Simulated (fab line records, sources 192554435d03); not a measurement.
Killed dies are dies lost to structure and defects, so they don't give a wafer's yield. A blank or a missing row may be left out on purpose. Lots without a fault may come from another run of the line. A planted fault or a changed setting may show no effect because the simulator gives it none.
fab line records | flow n5_finfet
record lots=23 wafers=69 last_day=19
route steps=1938 shown BEOL_M10@1487 BEOL_M11@1538
lots that met no fault: from a run of the same line without faults
start_h: hours from the record's first day to the start of the lot's first wafer shown | wait_h: hours since the lot's step before | " the same as in the row above | L1.1+2: a row that stands for several wafers | - no value, or no start given | * or withheld: withheld | < > ~ a bound
route shown NAME@n: a module of which the file shows steps, and the number in the route of the first | usual: mean/standard deviation of fault-free wafers | same: alike in all rows | chamber/n: place in a boat | sites: the reading at each site | _std_site: their standard deviation | _edge_site: outer sites' mean less inner sites' | radius_mm: how far each site lies from the wafer's centre | mask NAME#n: copy n | behind: the tool/chamber that last shaped the wafer | hold: why the lot was held/for how many hours/how that ended | device: the transistor (n, p or np) that didn't switch | end of line: the same wafers' tests at the end of the route | a step without rows: its recipe alone | killed: dies lost to structure and defects at the first sort, not the wafer's yield | map: a wafer's dies, x killed, . not, _ none there
set.NAME: the setting as run; set.NAME@STEP: as run at that earlier step | model.NAME: the simulator's own value behind a step, which no gauge read
steps of the route over a sample of lots; a table a step, a row a wafer
services: from which hour (start_h, from the record's first day; less than 0 if before it) a tool's chamber was out of use, for how many hours, and why
## steps
# step N5_BEOL_M10_ETCH_61
# recipe chemistry=CF4 target=SiARC target_depth_a=390 mask_material=CAR-ArF time_s=65 ion_energy_ev=80 pressure_mtorr=40 source_w=545 bias_w=36 Ar_flow_sccm=100 cf4_flow_sccm=100 ends=cleared
# usual drypump_motor_current_A=5.5/0.38 etch_rf_on_time_s=64.7/1 oes_product_au=0.69/0.071 rf_fwd_power_W=538.4/2.4 rf_vpp_V=184.3/1.1 showerhead_plenum_p_Torr=2.16/0.052 throttle_valve_pct=15.61/0.17
# columns lot.wafer tool chamber start_h wait_h drypump_motor_current_A etch_rf_on_time_s oes_product_au rf_fwd_power_W rf_hours_counter_h rf_vpp_V showerhead_plenum_p_Torr throttle_valve_pct
L074.2 rie_diel-04 2 208.11 0.0 5.4 63.7 0.72 539.6 76 184.2 2.17 15.60
L074.3 " 0 " " 5.7 65.3 0.61 539.6 231 183.7 2.11 15.84
L074.4 " 2 " " 5.4 63.4 0.73 540.0 - 183.3 2.17 15.60
L076.2 rie_diel-04 2 219.51 0.0 5.4 63.8 0.72 537.2 81 184.6 2.17 15.62
L076.3 " 2 " " 5.4 64.0 0.71 540.8 - 185.6 2.17 15.59
L076.5 " 3 " " 5.6 63.7 0.72 539.4 - 182.9 2.17 15.57
L075.4 rie_diel-02 1 234.28 0.0 4.7 65.3 0.69 541.5 111 182.8 2.15 15.83
L075.5 " 1 " " 4.7 65.9 0.68 543.9 - 183.0 2.15 15.81
L075.6 " 0 " " 5.7 64.0 0.58 539.6 - 184.9 2.19 16.10
L077.4 rie_diel-04 2 242.71 0.0 5.4 63.8 0.72 536.9 88 183.6 2.16 15.62
L077.5 " 3 " " 5.6 64.3 0.71 538.5 - 184.7 2.17 15.59
L077.6 " 2 " " 5.4 64.0 0.71 539.9 - 183.7 2.16 15.64
L078.1 rie_diel-01 2 254.66 0.0 6.0 64.3 0.72 536.3 72 184.9 2.25 15.37
L078.3 " 3 " " 5.7 64.6 0.73 537.5 62 183.9 2.08 15.44
L078.4 " 0 " " 5.3 64.8 0.72 540.2 79 185.6 2.25 15.42
L079.2 rie_diel-01 1 261.50 0.0 5.9 65.4 0.56 535.6 244 185.0 2.19 15.75
L079.5 " 2 " " 6.1 65.6 0.72 536.8 - 186.0 2.25 15.37
L079.6 " 3 " " 5.7 65.6 0.71 538.7 - 185.3 2.08 15.45
L080.2 rie_diel-01 3 269.23 0.0 5.6 64.7 0.73 535.2 68 183.6 2.08 15.44
L080.3 " 2 " " 6.1 65.0 0.72 539.8 77 185.6 2.25 15.40
L080.6 " 0 " " 5.3 64.3 0.70 538.5 - 185.0 2.25 15.42
L083.2 rie_diel-01 3 276.98 0.0 5.7 64.6 0.72 538.5 70 184.1 2.08 15.45
L083.3 " 1 " " 5.9 64.5 0.57 534.5 250 186.4 2.19 15.76
L083.6 " 0 " " 5.3 64.3 0.72 536.6 - 186.0 2.25 15.40
L082.2 rie_diel-02 1 285.01 0.0 4.7 65.1 0.67 537.0 132 184.2 2.14 15.84
L082.4 " 3 " " 5.1 66.2 0.61 537.7 213 183.9 2.20 15.68
L082.5 " 0 " " 5.7 63.1 0.84 539.0 - 185.0 2.19 15.62
L081.3 rie_diel-02 3 285.26 0.0 5.1 65.8 0.61 536.5 213 184.4 2.20 15.66
L081.5 " 0 " " 5.6 62.5 0.85 538.0 - 184.9 2.19 15.60
L081.6 " 3 " " 5.1 65.9 0.61 536.0 - 184.4 2.20 15.66
L084.2 rie_diel-01 0 295.03 0.0 5.2 65.1 0.70 541.8 94 185.3 2.25 15.44
L084.3 " 3 " " 5.7 65.3 0.71 541.4 79 181.7 2.08 15.48
L084.4 " 0 " " 5.3 64.4 0.71 540.0 - 186.1 2.25 15.42
L085.1 rie_diel-01 3 303.26 0.0 5.7 64.8 0.71 538.8 81 181.9 2.08 15.48
L085.2 " 2 " " 6.0 65.4 0.70 535.0 92 188.1 2.24 15.40
L085.3 " 1 " " 5.9 65.1 0.84 532.7 2 184.3 2.19 15.27
L089.3 rie_diel-04 1 311.06 0.0 5.4 64.4 0.71 543.0 73 182.9 2.09 15.57
L089.4 " 2 " " 5.4 64.2 0.69 540.8 112 184.3 2.16 15.68
L089.5 " 2 " " 5.4 63.7 0.69 540.4 - 185.3 2.16 15.67
L086.4 rie_diel-04 3 311.31 0.0 5.6 63.9 0.69 537.2 97 183.6 2.16 15.64
L086.5 " 3 " " 5.6 64.1 0.69 538.2 - 184.4 2.16 15.66
L086.6 " 0 " " 5.7 64.6 0.82 542.1 - 184.6 2.10 15.38
L088.2 rie_diel-04 1 319.27 0.0 5.4 64.3 0.71 540.0 77 184.0 2.09 15.58
L088.3 " 2 " " 5.4 63.3 0.69 538.8 116 183.0 2.15 15.67
L088.5 " 2 " " 5.4 63.9 0.68 537.6 - 185.4 2.15 15.68
L090.2 rie_diel-02 1 323.72 0.0 4.7 66.0 0.66 538.8 147 183.3 2.14 15.88
L090.3 " 3 " " 5.1 66.3 0.60 538.2 229 185.5 2.20 15.69
L090.4 " 0 " " 5.6 63.3 0.79 539.3 19 185.0 2.18 15.63
L092.2 rie_diel-02 1 328.84 0.0 4.7 65.8 0.66 542.2 149 184.3 2.14 15.90
L092.5 " 0 " " 5.7 63.6 0.78 537.0 - 183.5 2.18 15.63
L092.6 " 1 " " 4.7 65.9 0.65 541.6 - 183.8 2.14 15.91
L093.1 rie_diel-04 0 329.39 0.0 5.7 64.5 0.80 537.3 17 184.3 2.10 15.40
L093.3 " 1 " " 5.4 63.9 0.71 542.7 81 183.3 2.08 15.57
L093.6 " 1 " " 5.4 64.1 0.71 539.8 - 183.1 2.09 15.58
L091.1 rie_diel-01 1 337.19 0.0 5.9 64.5 0.79 531.4 13 185.9 2.19 15.28
L091.3 " 0 " " 5.3 64.0 0.70 537.6 106 184.2 2.24 15.44
L091.6 " 1 " " 5.9 64.4 0.79 533.5 - 185.7 2.19 15.29
L094.1 rie_diel-01 0 356.01 0.0 5.2 64.5 0.69 539.9 113 186.5 2.24 15.48
L094.2 " 3 " " 5.6 64.9 0.69 535.7 98 183.8 2.07 15.51
L094.3 " 1 " " 5.9 64.9 0.78 535.6 20 184.8 2.18 15.29
L095.2 rie_diel-02 3 356.17 0.0 5.1 66.9 0.59 535.8 241 185.5 2.19 15.73
L095.3 " 0 " " 5.6 63.3 0.77 537.2 32 184.0 2.18 15.67
L095.6 " 1 " " 4.7 66.3 0.64 540.7 - 183.1 2.13 15.91
L097.1 rie_diel-02 1 370.90 0.0 4.6 66.2 0.64 539.9 166 184.2 2.13 15.92
L097.3 " 3 " " 5.1 67.0 0.58 537.0 246 184.9 2.19 15.74
L097.6 " 0 " " 5.7 63.8 0.75 537.5 - 184.7 2.18 15.67
L096.4 rie_diel-02 3 385.88 0.0 5.1 67.2 0.57 535.9 248 184.6 2.19 15.76
L096.5 " 2 " " 5.5 66.0 0.58 534.2 - 183.7 2.10 15.69
L096.6 " 1 " " 4.7 66.2 0.63 538.5 - 183.6 2.13 15.94
# step N5_BEOL_M10_ETCH_66
# recipe chemistry=N2/H2 target=SOC target_depth_a=1200 overetch_a=240 mask_material=SiARC temp_c=40 time_s=180 ion_energy_ev=200 pressure_mtorr=30 source_w=840 bias_w=150 n2_flow_sccm=200 h2_flow_sccm=200
# usual drypump_motor_current_A=5.5/0.36 oes_product_au=0.65/0.058 rf_fwd_power_W=836.9/2.6 rf_vpp_V=524.6/2 showerhead_plenum_p_Torr=2.56/0.065 throttle_valve_pct=17.79/0.18
# columns lot.wafer tool chamber start_h wait_h drypump_motor_current_A oes_product_au rf_fwd_power_W rf_hours_counter_h rf_vpp_V showerhead_plenum_p_Torr throttle_valve_pct
L074.2 rie_diel-02 1 209.24 0.0 4.7 0.66 839.4 104 524.9 2.56 18.01
L074.3 " 0 " " 5.7 0.56 842.8 232 525.8 2.62 18.36
L074.4 " 3 " " 5.1 0.60 833.5 184 526.5 2.63 17.75
L076.2 rie_diel-01 2 220.95 0.0 6.1 0.69 830.9 65 527.5 2.68 17.57
L076.3 " 0 " " 5.3 0.68 835.5 73 529.0 2.68 17.60
L076.5 " 2 " " 6.0 0.69 835.9 - 527.8 2.68 17.56
L075.4 rie_diel-02 2 237.71 0.0 5.5 0.58 836.1 199 523.5 2.51 17.74
L075.5 " 2 " " 5.5 0.59 839.7 - 523.0 2.51 17.74
L075.6 " 3 " " 5.1 0.59 835.5 - 525.7 2.63 17.76
L077.4 rie_diel-02 0 247.30 0.0 5.7 0.55 839.4 244 525.8 2.62 18.37
L077.5 " 3 " " 5.1 0.58 834.5 - 525.4 2.63 17.77
L077.6 " 0 " " 5.7 0.54 836.8 - 526.1 2.62 18.38
L078.1 rie_diel-04 1 255.60 0.0 5.4 0.69 835.8 54 521.4 2.48 17.85
L078.3 " 2 " " 5.5 0.66 838.7 94 524.5 2.57 17.90
L078.4 " 0 " " 5.7 0.57 837.5 246 523.0 2.50 17.92
L079.2 rie_diel-02 3 264.29 0.0 5.1 0.58 837.0 204 526.8 2.62 17.79
L079.5 " 1 " " 4.7 0.64 839.3 - 523.3 2.55 18.04
L079.6 " 2 " " 5.5 0.58 837.3 - 523.7 2.51 17.76
L080.2 rie_diel-02 1 270.97 0.0 4.7 0.64 843.2 126 524.4 2.55 18.05
L080.3 " 2 " " 5.5 0.57 835.8 212 524.3 2.51 17.77
L080.6 " 1 " " 4.7 0.64 839.2 - 524.1 2.55 18.04
L083.2 rie_diel-04 3 279.73 0.0 5.6 0.66 839.4 87 524.8 2.56 17.81
L083.3 " 1 " " 5.4 0.68 836.8 64 522.1 2.48 17.87
L083.6 " 1 " " 5.4 0.68 837.4 - 521.7 2.48 17.86
L081.3 rie_diel-02 3 287.67 0.0 5.1 0.58 836.8 214 525.6 2.62 17.81
L081.5 " 3 " " 5.1 0.58 832.0 - 526.5 2.62 17.80
L081.6 " 1 " " 4.7 0.63 835.6 - 524.0 2.55 18.06
L082.2 rie_diel-04 1 287.78 0.0 5.4 0.67 838.5 66 523.3 2.48 17.84
L082.4 " 2 " " 5.4 0.65 835.3 105 524.8 2.57 17.90
L082.5 " 3 " " 5.6 0.65 836.2 - 525.2 2.56 17.80
L084.2 rie_diel-04 1 296.68 0.0 5.4 0.68 844.3 69 522.2 2.48 17.87
L084.3 " 2 " " 5.4 0.65 833.4 108 524.7 2.57 17.91
L084.4 " 0 " " 5.8 0.78 835.2 5 521.9 2.49 17.48
L085.1 rie_diel-04 1 306.45 0.0 5.5 0.67 838.6 72 521.6 2.47 17.88
L085.2 " 2 " " 5.4 0.65 831.9 110 525.3 2.56 17.91
L085.3 " 0 " " 5.7 0.77 837.5 8 522.3 2.49 17.47
L089.3 rie_diel-02 0 313.83 0.0 5.7 0.75 839.3 15 523.7 2.61 17.96
L089.4 " 3 " " 5.1 0.57 832.9 226 525.1 2.62 17.83
L089.5 " 1 " " 4.7 0.63 839.3 - 522.8 2.54 18.08
L086.4 rie_diel-01 0 313.87 0.0 5.3 0.67 834.6 99 528.7 2.67 17.65
L086.5 " 3 " " 5.7 0.67 836.8 - 522.5 2.47 17.69
L086.6 " 2 " " 6.1 0.66 836.4 - 527.3 2.67 17.60
L088.2 rie_diel-04 3 321.01 0.0 5.6 0.64 836.8 102 525.5 2.56 17.84
L088.3 " 1 " " 5.4 0.66 836.1 78 521.6 2.47 17.87
L088.5 " 1 " " 5.4 0.66 836.6 - 521.3 2.47 17.88
L090.2 rie_diel-04 1 324.80 0.0 5.4 0.67 837.4 79 521.8 2.47 17.87
L090.3 " 2 " " 5.5 0.64 840.5 117 523.2 2.56 17.93
L090.4 " 3 " " 5.6 0.64 840.0 103 524.7 2.56 17.83
L092.2 rie_diel-02 2 332.34 0.0 5.5 0.56 840.6 230 523.2 2.50 17.81
L092.5 " 3 " " 5.1 0.56 832.7 - 525.6 2.61 17.83
L092.6 " 2 " " 5.5 0.57 840.6 - 524.2 2.50 17.79
L093.1 rie_diel-04 2 332.70 0.0 5.4 0.64 833.5 120 525.4 2.56 17.93
L093.3 " 0 " " 5.8 0.75 844.4 19 522.7 2.49 17.48
L093.6 " 0 " " 5.7 0.74 839.9 - 522.1 2.49 17.51
L091.1 rie_diel-01 0 338.07 0.0 5.3 0.66 835.9 107 527.4 2.66 17.65
L091.3 " 3 " " 5.7 0.65 842.2 92 521.0 2.46 17.68
L091.6 " 2 " " 6.0 0.65 839.0 - 526.7 2.66 17.62
L094.1 rie_diel-01 3 359.94 0.0 5.7 0.65 835.4 99 521.4 2.46 17.70
L094.2 " 1 " " 5.9 0.74 831.5 21 524.9 2.59 17.54
L094.3 " 2 " " 6.1 0.66 834.8 110 526.6 2.66 17.63
L095.2 rie_diel-01 1 360.40 0.0 5.9 0.73 836.6 21 525.8 2.59 17.57
L095.3 " 3 " " 5.6 0.65 834.4 99 523.6 2.46 17.70
L095.6 " 1 " " 5.9 0.74 838.4 - 526.3 2.59 17.58
L097.1 rie_diel-04 3 376.20 0.0 5.6 0.63 835.9 120 524.0 2.55 17.86
L097.3 " 2 " " 5.4 0.64 836.6 135 523.1 2.55 17.95
L097.6 " 3 " " 5.6 0.63 840.3 - 527.0 2.55 17.87
L096.4 rie_diel-01 0 387.97 0.0 5.3 0.64 835.4 126 526.5 2.66 17.69
L096.5 " 2 " " 6.1 0.64 836.0 - 526.1 2.66 17.65
L096.6 " 1 " " 5.9 0.73 838.4 - 525.5 2.59 17.59
# step N5_BEOL_M10_SURFACE_TREAT_76
# recipe gas=Ar time_s=* ion_energy_ev=* ion_current_ma_cm2=0.5 pressure_mtorr=* ar_flow_sccm=30
# usual throttle_valve_pct=*
# columns lot.wafer tool chamber start_h wait_h throttle_valve_pct
L074.2 pvd_sputter-03 - 211.91 0.2 *
L074.3 " - " " *
L074.4 " - " " *
L076.2 pvd_sputter-03 - 222.50 0.2 *
L076.3 " - " " *
L076.5 " - " " *
L075.4 pvd_sputter-02 - 239.41 0.2 *
L075.5 " - " " *
L075.6 " - " " *
L077.4 pvd_sputter-03 - 249.10 0.2 *
L077.5 " - " " *
L077.6 " - " " *
L078.1 pvd_sputter-02 - 257.26 0.2 *
L078.3 " - " " *
L078.4 " - " " *
L079.2 pvd_sputter-03 - 267.48 0.2 *
L079.5 " - " " *
L079.6 " - " " *
L080.2 pvd_sputter-03 - 272.90 0.2 *
L080.3 " - " " *
L080.6 " - " " *
L083.2 pvd_sputter-01 - 281.95 0.4 *
L083.3 " - " " *
L083.6 " - " " *
L081.3 pvd_sputter-03 - 289.03 0.2 *
L081.5 " - " " *
L081.6 " - " " *
L082.2 pvd_sputter-01 - 289.33 0.2 *
L082.4 " - " " *
L082.5 " - " " *
L084.2 pvd_sputter-02 - 298.27 0.2 *
L084.3 " - " " *
L084.4 " - " " *
L085.1 pvd_sputter-01 - 307.96 0.2 *
L085.2 " - " " *
L085.3 " - " " *
L089.3 pvd_sputter-03 - 315.98 1.0 *
L089.4 " - " " *
L089.5 " - " " *
L086.4 pvd_sputter-03 - 316.10 0.8 *
L086.5 " - " " *
L086.6 " - " " *
L088.2 pvd_sputter-02 - 322.87 0.3 *
L088.3 " - " " *
L088.5 " - " " *
L090.2 pvd_sputter-01 - 327.60 0.4 *
L090.3 " - " " *
L090.4 " - " " *
L092.2 pvd_sputter-01 - 333.72 0.2 *
L092.5 " - " " *
L092.6 " - " " *
L093.1 pvd_sputter-02 - 335.93 1.3 *
L093.3 " - " " *
L093.6 " - " " *
L091.1 pvd_sputter-03 - 340.32 0.5 *
L091.3 " - " " *
L091.6 " - " " *
L094.1 pvd_sputter-03 - 363.29 0.2 *
L094.2 " - " " *
L094.3 " - " " *
L095.2 pvd_sputter-03 - 363.43 0.2 *
L095.3 " - " " *
L095.6 " - " " *
L097.1 pvd_sputter-01 - 379.47 1.8 *
L097.3 " - " " *
L097.6 " - " " *
L096.4 pvd_sputter-03 - 389.48 0.2 *
L096.5 " - " " *
L096.6 " - " " *
# step N5_BEOL_M11_THK_MEAS_01
# recipe reads=SiCOH_lowk_of_BEOL_M11_ILD_DEP_00
# usual M11_ILD_THK=267/3.2
# columns lot.wafer tool chamber start_h wait_h M11_ILD_THK[nm]
L074.2 film_metro-01 - 214.40 0.4 266
L074.3 " - " " 268
L074.4 " - " " 271
L076.2 film_metro-01 - 224.45 0.4 266
L076.3 " - " " 264
L076.5 " - " " 264
L075.4 film_metro-01 - 241.70 0.2 269
L075.5 " - " " 266
L075.6 " - " " 271
L077.4 film_metro-02 - 251.56 0.2 266
L077.5 " - " " 269
L077.6 " - " " 265
L078.1 film_metro-01 - 259.23 0.4 263
L078.3 " - " " 261
L078.4 " - " " 264
L079.2 film_metro-02 - 269.27 0.4 262
L079.5 " - " " 266
L079.6 " - " " 268
L080.2 film_metro-02 - 274.83 0.4 265
L080.3 " - " " 263
L080.6 " - " " 266
L083.2 film_metro-02 - 284.52 0.4 267
L083.3 " - " " 262
L083.6 " - " " 269
L081.3 film_metro-01 - 290.92 0.3 267
L081.5 " - " " 264
L081.6 " - " " 265
L082.2 film_metro-01 - 291.40 0.4 267
L082.4 " - " " 272
L082.5 " - " " 272
L084.2 film_metro-01 - 300.42 0.4 266
L084.3 " - " " 268
L084.4 " - " " 273
L085.1 film_metro-01 - 311.49 0.6 263
L085.2 " - " " 261
L085.3 " - " " 261
L086.4 film_metro-02 - 318.15 0.2 269
L086.5 " - " " 269
L086.6 " - " " 268
L089.3 film_metro-01 - 318.44 0.3 264
L089.4 " - " " 268
L089.5 " - " " 266
L088.2 film_metro-01 - 325.59 0.4 261
L088.3 " - " " 262
L088.5 " - " " 268
L090.2 film_metro-02 - 329.71 0.4 265
L090.3 " - " " 269
L090.4 " - " " 270
L092.2 film_metro-01 - 335.82 0.4 265
L092.5 " - " " 266
L092.6 " - " " 267
L093.1 film_metro-01 - 337.79 0.4 263
L093.3 " - " " 264
L093.6 " - " " 267
L091.1 film_metro-01 - 342.77 0.8 264
L091.3 " - " " 262
L091.6 " - " " 266
L095.2 film_metro-01 - 365.55 0.4 265
L095.3 " - " " 266
L095.6 " - " " 269
L094.1 film_metro-01 - 365.64 0.8 263
L094.2 " - " " 264
L094.3 " - " " 268
L097.1 film_metro-01 - 381.37 0.4 269
L097.3 " - " " 270
L097.6 " - " " 272
L096.4 film_metro-02 - 391.87 0.2 273
L096.5 " - " " 272
L096.6 " - " " 269
# step N5_BEOL_M11_DESCUM_16
# recipe chemistry=O2 time_s=7.9 source_power_w=50 bias_power_w=20 pressure_mtorr=20 rf_frequency_hz=2.712e+07 temp_c=40 resist=CAR-ArF o2_flow_sccm=225
# usual drypump_motor_current_A=5.5/0.39 oes_product_au=0.79/0.08 rf_fwd_power_W=49.36/0.26 rf_vpp_V=243.2/1 showerhead_plenum_p_Torr=2.09/0.052 throttle_valve_pct=20.40/0.2
# columns lot.wafer tool chamber start_h wait_h drypump_motor_current_A oes_product_au rf_fwd_power_W rf_hours_counter_h rf_vpp_V showerhead_plenum_p_Torr throttle_valve_pct
L074.2 rie_diel-06 1 216.17 0.1 5.7 0.94 49.57 12 244.3 2.23 20.23
L074.3 " 0 " " 5.4 0.71 49.22 215 242.2 2.07 20.67
L074.4 " 3 " " 5.1 0.98 49.14 6 241.6 2.06 20.39
L076.2 rie_diel-05 0 227.61 0.2 4.9 0.68 49.04 233 243.3 2.06 20.71
L076.3 " 3 " " 5.4 0.75 49.20 139 242.4 2.09 20.20
L076.5 " 2 " " 5.8 0.81 48.98 - 243.3 2.09 20.71
L075.4 rie_diel-05 0 242.83 0.0 4.9 0.67 49.13 236 242.3 2.06 20.71
L075.5 " 0 " " 4.9 0.68 48.89 - 243.7 2.06 20.72
L075.6 " 1 " " 4.9 0.85 49.45 - 241.5 2.03 20.23
L077.4 rie_diel-03 3 253.58 0.0 5.5 0.74 49.25 165 241.5 2.08 20.65
L077.5 " 1 " " 5.1 0.80 49.75 - 242.0 2.11 20.26
L077.6 " 0 " " 6.3 0.89 49.43 - 242.4 2.05 20.18
L078.1 rie_diel-03 1 261.52 0.0 5.1 0.80 49.71 105 243.5 2.11 20.25
L078.3 " 3 " " 5.5 0.74 49.50 168 242.9 2.07 20.64
L078.4 " 0 " " 6.2 0.88 49.84 31 243.3 2.05 20.17
L079.2 rie_diel-03 0 271.83 0.4 6.2 0.87 49.71 33 242.2 2.05 20.18
L079.5 " 3 " " 5.5 0.73 49.27 - 244.2 2.07 20.65
L079.6 " 2 " " 5.8 0.69 49.20 - 243.3 2.15 20.18
L080.2 rie_diel-05 2 276.84 0.0 5.8 0.79 49.06 127 243.9 2.09 20.73
L080.3 " 3 " " 5.4 0.73 49.46 152 243.4 2.09 20.23
L080.6 " 1 " " 4.9 0.84 49.06 - 242.3 2.03 20.23
L083.2 rie_diel-06 2 285.77 0.0 5.9 0.76 49.69 136 243.5 2.10 20.56
L083.3 " 3 " " 5.2 0.94 49.06 25 243.3 2.05 20.41
L083.6 " 2 " " 5.8 0.76 49.65 - 242.3 2.10 20.55
L081.3 rie_diel-06 0 292.54 0.0 5.4 0.71 49.21 235 243.3 2.06 20.71
L081.5 " 3 " " 5.1 0.93 49.42 - 242.8 2.05 20.40
L081.6 " 2 " " 5.8 0.76 49.50 - 244.3 2.10 20.57
L082.2 rie_diel-05 2 292.74 0.0 5.8 0.79 48.89 131 243.6 2.09 20.74
L082.4 " 3 " " 5.4 0.73 49.43 - 244.2 2.09 20.24
L082.5 " 2 " " 5.8 0.78 48.91 - 244.6 2.09 20.74
L084.2 rie_diel-03 2 303.18 0.0 5.7 0.69 49.42 218 244.1 2.15 20.19
L084.3 " 3 " " 5.5 0.73 49.12 179 243.6 2.07 20.68
L084.4 " 0 " " 6.2 0.85 49.59 42 241.5 2.05 20.19
L085.1 rie_diel-03 1 314.11 0.0 5.1 0.78 49.91 119 243.7 2.10 20.27
L085.2 " 0 " " 6.3 0.86 49.59 45 243.4 2.04 20.19
L085.3 " 3 " " 5.4 0.72 49.08 183 242.3 2.07 20.68
L086.4 rie_diel-03 1 319.98 0.0 5.2 0.77 49.73 120 241.6 2.10 20.28
L086.5 " 0 " " 6.2 0.85 49.64 - 243.3 2.04 20.22
L086.6 " 1 " " 5.1 0.77 49.59 - 242.1 2.10 20.28
L089.3 rie_diel-03 1 320.30 0.2 5.2 0.78 49.71 120 243.0 2.10 20.27
L089.4 " 0 " " 6.2 0.85 49.67 46 242.7 2.04 20.19
L089.5 " 1 " " 5.1 0.77 49.80 - 243.9 2.10 20.28
L088.2 rie_diel-05 3 326.15 0.0 5.4 0.72 49.59 168 243.5 2.08 20.24
L088.3 " 1 " " 4.9 0.82 49.53 101 241.0 2.03 20.26
L088.5 " 2 " " 5.8 0.78 48.98 - 244.5 2.08 20.75
L090.2 rie_diel-05 3 333.48 0.0 5.4 0.73 49.40 170 242.5 2.08 20.24
L090.3 " 1 " " 4.9 0.82 49.32 104 243.6 2.02 20.26
L090.4 " 3 " " 5.4 0.72 49.46 - 241.9 2.08 20.25
L092.2 rie_diel-06 2 337.33 0.2 5.9 0.74 49.42 152 243.5 2.10 20.59
L092.5 " 1 " " 5.7 0.87 49.42 - 244.6 2.22 20.30
L092.6 " 3 " " 5.1 0.89 49.29 - 243.3 2.04 20.43
L093.1 rie_diel-06 2 339.18 0.0 5.8 0.74 49.58 153 242.0 2.10 20.58
L093.3 " 1 " " 5.7 0.87 49.58 49 245.6 2.22 20.30
L093.6 " 2 " " 5.9 0.74 49.47 - 242.5 2.10 20.59
L091.1 rie_diel-06 2 346.43 0.0 5.8 0.74 49.29 156 242.1 2.10 20.60
L091.3 " 1 " " 5.7 0.86 49.27 53 244.3 2.21 20.31
L091.6 " 1 " " 5.7 0.87 49.44 - 244.2 2.21 20.28
L095.2 rie_diel-06 2 366.55 0.0 5.8 0.74 49.50 162 243.6 2.09 20.58
L095.3 " 0 " " 5.4 0.97 48.98 4 242.4 2.06 20.36
L095.6 " 0 " " 5.4 0.98 48.89 - 243.3 2.06 20.35
L094.1 rie_diel-06 0 366.80 0.0 5.4 0.97 49.27 4 244.6 2.06 20.36
L094.2 " 1 " " 5.7 0.85 49.19 61 247.0 2.21 20.32
L094.3 " 3 " " 5.1 0.88 49.27 56 241.5 2.04 20.46
L097.1 rie_diel-03 3 382.56 0.2 5.4 0.70 49.30 204 242.9 2.06 20.71
L097.3 " 1 " " 5.1 0.77 49.58 140 243.5 2.09 20.29
L097.6 " 2 " " 5.7 0.66 49.18 - 245.1 2.14 20.23
L096.4 rie_diel-03 3 393.14 0.0 5.4 0.70 49.29 208 242.7 2.06 20.70
L096.5 " 2 " " 5.7 0.65 49.49 - 243.6 2.14 20.23
L096.6 " 1 " " 5.2 0.76 49.55 - 243.2 2.09 20.31
# step N5_BEOL_M11_OVL_MEAS_29
# recipe points_per_wafer=44
# usual V10_OVL=0.1/0.63
# columns lot.wafer tool chamber start_h wait_h V10_OVL[nm]
L074.2 overlay-02 0 217.06 0.0 -0.2
L074.3 " 0 " " -0.5
L074.4 " 0 " " -0.7
L076.2 overlay-01 0 228.70 0.0 0.1
L076.3 " 0 " " 0.6
L076.5 " 0 " " -0.1
L075.4 overlay-01 0 247.16 0.0 -0.5
L075.5 " 0 " " -0.6
L075.6 " 0 " " -1.2
L077.4 overlay-01 0 255.56 0.0 1.8
L077.5 " 0 " " 0.6
L077.6 " 0 " " 0.8
L078.1 overlay-01 0 263.68 0.0 0.4
L078.3 " 0 " " -1.5
L078.4 " 0 " " -1.0
L079.2 overlay-02 0 272.60 0.0 0.3
L079.5 " 0 " " -0.6
L079.6 " 0 " " -0.1
L080.2 overlay-01 0 279.46 0.0 0.9
L080.3 " 0 " " -0.1
L080.6 " 0 " " 1.3
L083.2 overlay-02 0 287.53 0.0 -0.5
L083.3 " 0 " " 0.5
L083.6 " 0 " " 0.0
L081.3 overlay-02 0 296.53 0.0 -0.3
L081.5 " 0 " " 0.2
L081.6 " 0 " " -0.4
L082.2 overlay-02 0 296.70 0.0 0.3
L082.4 " 0 " " 0.4
L082.5 " 0 " " -0.5
L084.2 overlay-02 0 305.32 0.0 0.1
L084.3 " 0 " " 0.2
L084.4 " 0 " " -0.4
L085.1 overlay-01 0 315.73 0.0 0.7
L085.2 " 0 " " -0.3
L085.3 " 0 " " -0.2
L086.4 overlay-01 0 321.15 0.0 0.1
L086.5 " 0 " " -0.4
L086.6 " 0 " " 0.3
L089.3 overlay-02 0 321.57 0.0 0.2
L089.4 " 0 " " 0.2
L089.5 " 0 " " 0.4
L088.2 overlay-02 0 327.71 0.0 0.5
L088.3 " 0 " " -0.8
L088.5 " 0 " " 0.9
L090.2 overlay-02 0 335.55 0.0 -0.5
L090.3 " 0 " " -1.1
L090.4 " 0 " " -0.7
L092.2 overlay-01 0 340.42 0.0 0.4
L092.5 " 0 " " 0.5
L092.6 " 0 " " 0.1
L093.1 overlay-02 0 340.66 0.0 0.9
L093.3 " 0 " " 0.1
L093.6 " 0 " " 0.0
L091.1 overlay-02 0 349.48 0.0 -0.2
L091.3 " 0 " " -0.2
L091.6 " 0 " " 0.1
L094.1 overlay-02 0 369.02 0.0 0.2
L094.2 " 0 " " -0.1
L094.3 " 0 " " 0.9
L095.2 overlay-02 0 369.57 0.0 -0.1
L095.3 " 0 " " 0.4
L095.6 " 0 " " -0.1
L097.1 overlay-02 0 383.94 0.0 0.8
L097.3 " 0 " " 1.2
L097.6 " 0 " " 0.3
L096.4 overlay-01 0 394.97 0.0 -0.1
L096.5 " 0 " " -0.3
L096.6 " 0 " " -0.2
## services
# columns tool chamber start_h hours kind
rie_diel-02 3 195.74 3.8 repair
rie_diel-04 1 207.48 14.3 repair
rie_diel-03 0 209.33 4.7 repair
rie_diel-04 - 209.64 0.6 repair
rie_diel-04 0 217.81 6.3 repair
rie_diel-02 2 227.15 4.2 repair
rie_diel-06 0 235.18 4.9 repair
rie_diel-01 - 238.63 15.6 pm
rie_diel-02 2 252.28 2.4 repair
rie_diel-02 0 259.23 - clean
rie_diel-01 0 259.64 4.1 repair
rie_diel-02 - 260.12 2.8 pm
rie_diel-03 0 268.47 1.5 repair
rie_diel-05 0 280.12 21.8 repair
rie_diel-04 - 297.70 2.8 pm
rie_diel-01 - 310.45 2.8 pm
rie_diel-06 2 329.05 5.4 repair
rie_diel-01 0 331.37 1.3 repair
rie_diel-01 - 334.23 0.9 repair
rie_diel-05 2 354.62 15.6 repair
rie_diel-02 3 377.10 7.1 repair
rie_diel-03 2 386.88 6.2 repair
rie_diel-05 3 389.90 4.8 repair
rie_diel-05 - 392.84 14.6 pm
## key
fault none
